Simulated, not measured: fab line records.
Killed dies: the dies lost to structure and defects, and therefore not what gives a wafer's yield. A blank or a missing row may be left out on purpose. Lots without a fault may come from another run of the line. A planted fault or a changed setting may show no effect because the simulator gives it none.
fab line records ; flow n5_finfet ; part 2 of 2: steps 5 to 6 of 6
record lots=23; wafers=69; last_day=18
route steps=1938 shown PMOS_HMC_CHANNEL_EPI@68 FIN_SAQP@120
lots untouched by any fault: they come from a run of this same line in which no faults occurred
start_h: hours from the record's opening day to when the first of the lot's shown wafers began ; wait_h: how many hours have passed since the lot's step before this one ; " unchanged from the row above ; L1.1+2: a row that stands for several wafers ; - value missing, or start not given ; * or withheld: withheld ; < > ~ a bound
route shown NAME@n: a module of which the file shows steps, and the number in the route of the first ; usual: mean and standard deviation over wafers with no fault ; same: alike in all rows ; chamber/n: place in a boat ; sites: each site's reading ; _std_site: the values' standard deviation ; _edge_site: the outer-site mean with the inner-site mean subtracted ; radius_mm: how far each site lies from the wafer's centre ; mask NAME#n: copy n ; behind: the tool/chamber that last shaped the wafer ; hold: cause of the lot's hold/its duration in hours/its outcome ; device: the n, p or np transistor that did not switch ; end of line: the route-end tests of the same wafers ; a step without rows: its recipe alone ; killed: not the wafer's yield, but the dies lost to structure and defects at the first sort ; map: per-die view of a wafer (x killed, . not killed, _ where there is no die)
set.NAME: the setting as run; set.NAME@STEP: as run at that earlier step ; model.NAME: the simulator's own value behind a step, which no gauge read
steps of the route over a sample of lots; a table a step, a row a wafer
services: the hour from which a tool's chamber was out of use, counted from the record's first day as start_h (under 0 if before that day), plus the number of hours and why
## steps
# step N5_FIN_SAQP_MANDREL_ETCH_22
# recipe target_depth_a=600; chemistry=HBr/Cl2; target=a-Si; stop_on=SiNx; bt_time_s=10; over_etch_frac=0.5; time_s=30; pressure_mtorr=10; icp_w=800; bias_w=75; HBr_flow_sccm=150; Cl2_flow_sccm=80; ends=end_point
# usual drypump_motor_current_A=5.4/0.42; oes_product_au=0.770/0.015; throttle_valve_pct=35.2/0.3
lot.wafer;tool;chamber;start_h;wait_h;drypump_motor_current_A;oes_product_au;rf_hours_counter_h;throttle_valve_pct
L074.1;rie_si-04;0;22.59;0.0;5.3;0.757;177;35.2
L074.2;rie_si-04;3;22.59;0.0;5.2;0.775;5;35.0
L074.5;rie_si-04;0;22.59;0.0;5.3;0.766;-;35.2
L075.3;rie_si-04;0;27.78;0.0;5.3;0.764;178;35.2
L075.4;rie_si-04;2;27.78;0.0;4.7;0.795;194;35.0
L075.5;rie_si-04;2;27.78;0.0;4.7;0.795;-;35.0
L076.1;rie_si-02;2;34.36;0.0;4.9;0.742;49;35.5
L076.2;rie_si-02;1;34.36;0.0;5.6;0.754;130;35.1
L076.3;rie_si-02;3;34.36;0.0;5.6;0.766;31;35.6
L077.3;rie_si-01;0;40.24;0.0;5.4;0.770;30;34.6
L077.4;rie_si-01;3;40.24;0.0;6.0;0.745;-;35.6
L077.5;rie_si-01;1;40.24;0.0;5.9;0.753;-;35.6
L078.1;rie_si-02;3;46.02;0.0;5.5;0.776;31;35.6
L078.3;rie_si-02;2;46.02;0.0;4.9;0.738;49;35.5
L078.4;rie_si-02;0;46.02;0.0;5.4;0.792;48;35.6
L079.2;rie_si-01;3;53.02;0.0;6.0;0.747;49;35.6
L079.3;rie_si-01;2;53.02;0.0;6.2;0.786;0;34.5
L079.4;rie_si-01;0;53.02;0.0;5.4;0.786;30;34.6
L080.2;rie_si-04;1;57.97;0.0;5.9;0.761;60;35.4
L080.3;rie_si-04;3;57.97;0.0;5.2;0.782;6;34.9
L080.4;rie_si-04;2;57.97;0.0;4.7;0.788;195;35.0
L081.1;rie_si-04;0;63.86;0.0;5.3;0.739;178;35.3
L081.3;rie_si-04;3;63.86;0.0;5.2;0.768;6;35.0
L081.6;rie_si-04;2;63.86;0.0;4.7;0.794;-;35.0
L082.1;rie_si-04;1;70.65;0.0;5.9;0.763;60;35.4
L082.3;rie_si-04;0;70.65;0.0;5.3;0.750;178;35.2
L082.4;rie_si-04;2;70.65;0.0;4.7;0.794;195;35.0
L083.2;rie_si-01;0;76.96;0.0;5.4;0.772;30;34.6
L083.3;rie_si-01;2;76.96;0.0;6.2;0.776;1;34.5
L083.6;rie_si-01;2;76.96;0.0;6.2;0.784;-;34.5
L084.3;rie_si-04;3;82.77;0.0;5.2;0.777;7;34.9
L084.5;rie_si-04;3;82.77;0.0;5.2;0.765;-;34.9
L084.6;rie_si-04;2;82.77;0.0;4.7;0.776;-;35.0
L085.1;rie_si-04;2;89.01;0.0;4.7;0.787;195;35.0
L085.2;rie_si-04;1;89.01;0.0;5.9;0.765;61;35.4
L085.6;rie_si-04;1;89.01;0.0;5.9;0.776;-;35.4
L086.3;rie_si-04;0;94.69;0.0;5.3;0.749;179;35.2
L086.4;rie_si-04;2;94.69;0.0;4.7;0.779;195;35.0
L086.5;rie_si-04;2;94.69;0.0;4.7;0.780;-;35.0
L087.3;rie_si-01;0;101.67;0.0;5.4;0.763;31;34.6
L087.4;rie_si-01;1;101.67;0.0;5.9;0.763;9;35.6
L087.5;rie_si-01;1;101.67;0.0;5.9;0.766;-;35.6
L088.1;rie_si-04;0;106.83;0.0;5.3;0.740;179;35.2
L088.2;rie_si-04;1;106.83;0.0;5.9;0.758;61;35.4
L088.5;rie_si-04;1;106.83;0.0;5.9;0.764;-;35.4
L089.2;rie_si-04;2;113.19;0.0;4.7;0.785;196;35.0
L089.5;rie_si-04;1;113.19;0.0;5.9;0.788;-;35.4
L089.6;rie_si-04;2;113.19;0.0;4.7;0.791;-;35.0
L090.4;rie_si-04;3;119.11;0.0;5.2;0.778;7;34.9
L090.5;rie_si-04;3;119.11;0.0;5.2;0.786;-;34.9
L090.6;rie_si-04;0;119.11;0.0;5.3;0.752;-;35.2
L091.1;rie_si-02;0;123.81;0.0;5.4;0.779;49;35.7
L091.3;rie_si-02;1;123.81;0.0;5.5;0.767;133;35.0
L091.6;rie_si-02;2;123.81;0.0;4.9;0.753;-;35.5
L092.1;rie_si-04;3;131.88;0.0;5.2;0.777;8;35.0
L092.2;rie_si-04;1;131.88;0.0;5.9;0.764;61;35.4
L092.5;rie_si-04;1;131.88;0.0;5.9;0.772;-;35.4
L093.1;rie_si-04;2;137.75;0.0;4.7;0.772;196;35.0
L093.4;rie_si-04;0;137.75;0.0;5.3;0.756;180;35.2
L093.5;rie_si-04;1;137.75;0.0;5.9;0.761;-;35.4
L095.4;rie_si-04;3;149.41;0.1;5.2;0.808;-;34.9
L095.5;rie_si-04;3;149.41;0.1;5.2;0.794;-;34.9
L095.6;rie_si-04;1;149.41;0.1;5.9;0.776;-;35.4
L096.1;rie_si-04;0;154.97;0.0;5.3;0.746;180;35.2
L096.3;rie_si-04;0;154.97;0.0;5.3;0.756;-;35.2
L096.5;rie_si-04;0;154.97;0.0;5.3;0.767;-;35.2
L097.2;rie_si-04;0;160.10;0.0;5.3;0.759;180;35.2
L097.4;rie_si-04;1;160.10;0.0;5.9;0.778;-;35.4
L097.5;rie_si-04;0;160.10;0.0;5.3;0.761;-;35.2
# step N5_FIN_SAQP_ETCH_67
# recipe chemistry=CH3F/O2; target=SiNx; target_depth_a=300; mask_material=SOC; pressure_mtorr=30; source_w=395; bias_w=73; Ar_flow_sccm=150; CH3F_flow_sccm=30; O2_flow_sccm=20; ion_energy_ev=120
# usual drypump_motor_current_A=5.6/0.46; oes_product_au=0.79/0.096; rf_vpp_V=301/9.7; showerhead_plenum_p_Torr=2.00/0.055; throttle_valve_pct=16.3/0.36
lot.wafer;tool;chamber;start_h;wait_h;drypump_motor_current_A;oes_product_au;rf_hours_counter_h;rf_vpp_V;showerhead_plenum_p_Torr;throttle_valve_pct
L074.1;rie_diel-02;3;25.34;0.0;6.1;0.76;140;300;2.02;16.5
L074.2;rie_diel-02;2;25.34;0.0;6.2;0.68;227;313;1.98;16.3
L074.5;rie_diel-02;0;25.34;0.0;6.2;0.72;-;299;1.96;16.8
L075.3;rie_diel-01;3;30.31;0.0;4.8;0.84;41;284;2.03;15.8
L075.4;rie_diel-01;1;30.31;0.0;5.5;0.69;209;318;2.07;16.2
L075.5;rie_diel-01;3;30.31;0.0;4.8;0.84;-;285;2.03;15.8
L076.1;rie_diel-02;3;36.86;0.0;6.1;0.75;144;300;2.02;16.5
L076.2;rie_diel-02;0;36.86;0.0;6.2;0.72;222;298;1.96;16.8
L076.3;rie_diel-02;1;36.86;0.0;5.4;0.88;27;297;1.94;15.7
L077.3;rie_diel-04;0;43.53;0.0;5.9;0.70;203;305;1.97;16.5
L077.4;rie_diel-04;3;43.53;0.0;5.6;0.73;196;289;2.09;16.6
L077.5;rie_diel-04;2;43.53;0.0;4.9;0.94;-;306;2.05;15.9
L078.1;rie_diel-01;1;49.06;0.0;5.5;0.70;215;317;2.07;16.2
L078.3;rie_diel-01;2;49.06;0.0;5.6;0.70;239;299;2.06;16.6
L078.4;rie_diel-01;3;49.06;0.0;4.8;0.84;46;285;2.03;15.8
L079.2;rie_diel-01;2;55.61;0.0;5.6;0.70;241;296;2.06;16.6
L079.3;rie_diel-01;3;55.61;0.0;4.8;0.83;48;285;2.03;15.8
L079.4;rie_diel-01;0;55.61;0.0;5.7;0.77;131;314;2.09;16.2
L080.2;rie_diel-04;1;60.57;0.0;5.2;0.70;234;289;1.90;16.6
L080.3;rie_diel-04;3;60.57;0.0;5.6;0.73;201;288;2.09;16.6
L080.4;rie_diel-04;0;60.57;0.0;5.9;0.69;209;303;1.97;16.5
L081.1;rie_diel-02;3;66.64;0.0;6.1;0.74;155;299;2.01;16.6
L081.3;rie_diel-02;0;66.64;0.0;6.2;0.70;232;298;1.96;16.8
L081.6;rie_diel-02;3;66.64;0.0;6.1;0.74;-;299;2.01;16.6
L082.1;rie_diel-02;3;73.45;0.0;6.1;0.73;158;300;2.01;16.6
L082.3;rie_diel-02;2;73.45;0.0;6.2;0.67;244;315;1.98;16.3
L082.4;rie_diel-02;1;73.45;0.0;5.4;0.85;40;298;1.94;15.7
L083.2;rie_diel-02;0;79.50;0.0;6.2;0.71;237;296;1.96;16.9
L083.3;rie_diel-02;2;79.50;0.0;6.2;0.68;246;313;1.98;16.3
L083.6;rie_diel-02;1;79.50;0.0;5.4;0.86;-;298;1.94;15.7
L084.3;rie_diel-04;0;85.27;0.0;5.9;0.69;218;303;1.96;16.6
L084.5;rie_diel-04;0;85.27;0.0;5.9;0.69;-;304;1.96;16.6
L084.6;rie_diel-04;3;85.27;0.0;5.6;0.73;-;288;2.09;16.7
L085.1;rie_diel-01;0;91.74;0.0;5.6;0.75;143;315;2.09;16.3
L085.2;rie_diel-01;1;91.74;0.0;5.6;0.68;229;318;2.06;16.2
L085.6;rie_diel-01;3;91.74;0.0;4.8;0.81;-;286;2.02;15.8
L086.3;rie_diel-02;3;98.30;0.0;6.1;0.73;166;300;2.01;16.6
L086.4;rie_diel-02;0;98.30;0.0;6.2;0.71;-;299;1.95;16.9
L086.5;rie_diel-02;1;98.30;0.0;5.4;0.85;-;298;1.93;15.8
L087.3;rie_diel-02;0;105.34;0.0;6.2;0.70;247;298;1.95;16.9
L087.4;rie_diel-02;1;105.34;0.0;5.4;0.85;-;299;1.93;15.8
L087.5;rie_diel-02;3;105.34;0.0;6.1;0.74;-;301;2.01;16.6
L088.1;rie_diel-04;3;109.55;0.0;5.6;0.72;221;288;2.08;16.7
L088.2;rie_diel-04;0;109.55;0.0;5.9;0.68;230;305;1.96;16.6
L088.5;rie_diel-04;2;109.55;0.0;4.9;0.89;-;306;2.05;16.0
L089.2;rie_diel-01;2;115.82;0.0;5.5;0.99;1;297;2.06;16.2
L089.5;rie_diel-01;1;115.82;0.0;5.5;0.68;-;317;2.06;16.2
L089.6;rie_diel-01;3;115.82;0.0;4.8;0.80;-;286;2.02;15.9
L090.4;rie_diel-01;1;121.66;0.0;5.5;0.68;243;317;2.06;16.2
L090.5;rie_diel-01;3;121.66;0.0;4.8;0.80;-;284;2.02;15.9
L090.6;rie_diel-01;0;121.66;0.0;5.7;0.75;-;315;2.09;16.3
L091.1;rie_diel-02;2;126.49;0.0;6.2;0.93;6;314;1.97;15.8
L091.3;rie_diel-02;0;126.49;0.0;6.2;1.00;0;297;1.95;16.4
L091.6;rie_diel-02;0;126.49;0.0;6.2;1.00;-;299;1.95;16.4
L092.1;rie_diel-02;3;134.41;0.0;6.1;0.72;181;301;2.00;16.6
L092.2;rie_diel-02;1;134.41;0.0;5.4;0.82;63;299;1.93;15.8
L092.5;rie_diel-02;0;134.41;0.0;6.2;0.98;-;297;1.95;16.4
L093.1;rie_diel-01;3;140.43;0.0;4.8;0.79;80;285;2.01;15.9
L093.4;rie_diel-01;3;140.43;0.0;4.8;0.80;-;286;2.01;15.9
L093.5;rie_diel-01;0;140.43;0.0;5.6;0.74;-;314;2.08;16.3
L095.4;rie_diel-02;3;152.33;0.0;6.1;0.72;187;298;2.00;16.6
L095.5;rie_diel-02;2;152.33;0.0;6.2;0.89;-;313;1.97;15.8
L095.6;rie_diel-02;1;152.33;0.0;5.4;0.81;-;299;1.93;15.8
L096.1;rie_diel-01;1;157.67;0.0;5.5;0.96;0;316;2.05;15.8
L096.3;rie_diel-01;3;157.67;0.0;4.8;0.78;87;285;2.01;15.9
L096.5;rie_diel-01;3;157.67;0.0;4.8;0.78;-;287;2.01;15.9
L097.2;rie_diel-01;0;162.77;0.0;5.6;0.73;170;314;2.08;16.3
L097.4;rie_diel-01;2;162.77;0.0;5.6;0.92;20;297;2.05;16.2
L097.5;rie_diel-01;1;162.77;0.0;5.5;0.94;-;318;2.05;15.8
## services
tool;chamber;start_h;hours;kind
cmp-02;-;-4.46;4.0;pm
rie_diel-03;-;-2.38;0.7;repair
cmp-03;-;4.45;2.5;repair
rie_si-05;-;8.13;0.2;repair
cmp-04;-;8.86;4.6;pm
rie_diel-06;1;12.29;8.9;repair
rie_diel-06;3;18.92;6.0;repair
rie_si-05;3;29.05;10.9;repair
cmp-03;-;37.72;4.0;pm
rie_diel-06;0;46.11;4.4;repair
cmp-04;-;51.19;2.3;repair
rie_si-05;-;64.13;2.8;pm
cmp-04;-;85.76;1.3;repair
rie_diel-03;0;109.28;3.0;repair
rie_diel-01;0;114.92;6.0;repair
cmp-04;-;117.45;1.1;repair
rie_diel-06;0;119.35;10.0;repair
cmp-04;-;121.91;4.0;pm
rie_diel-05;0;124.31;6.9;repair
rie_diel-03;1;127.54;46.7;repair
rie_diel-05;3;136.41;7.8;repair
cmp-04;-;138.52;3.1;repair
rie_si-04;0;146.59;4.2;repair
rie_si-04;1;150.63;7.1;repair
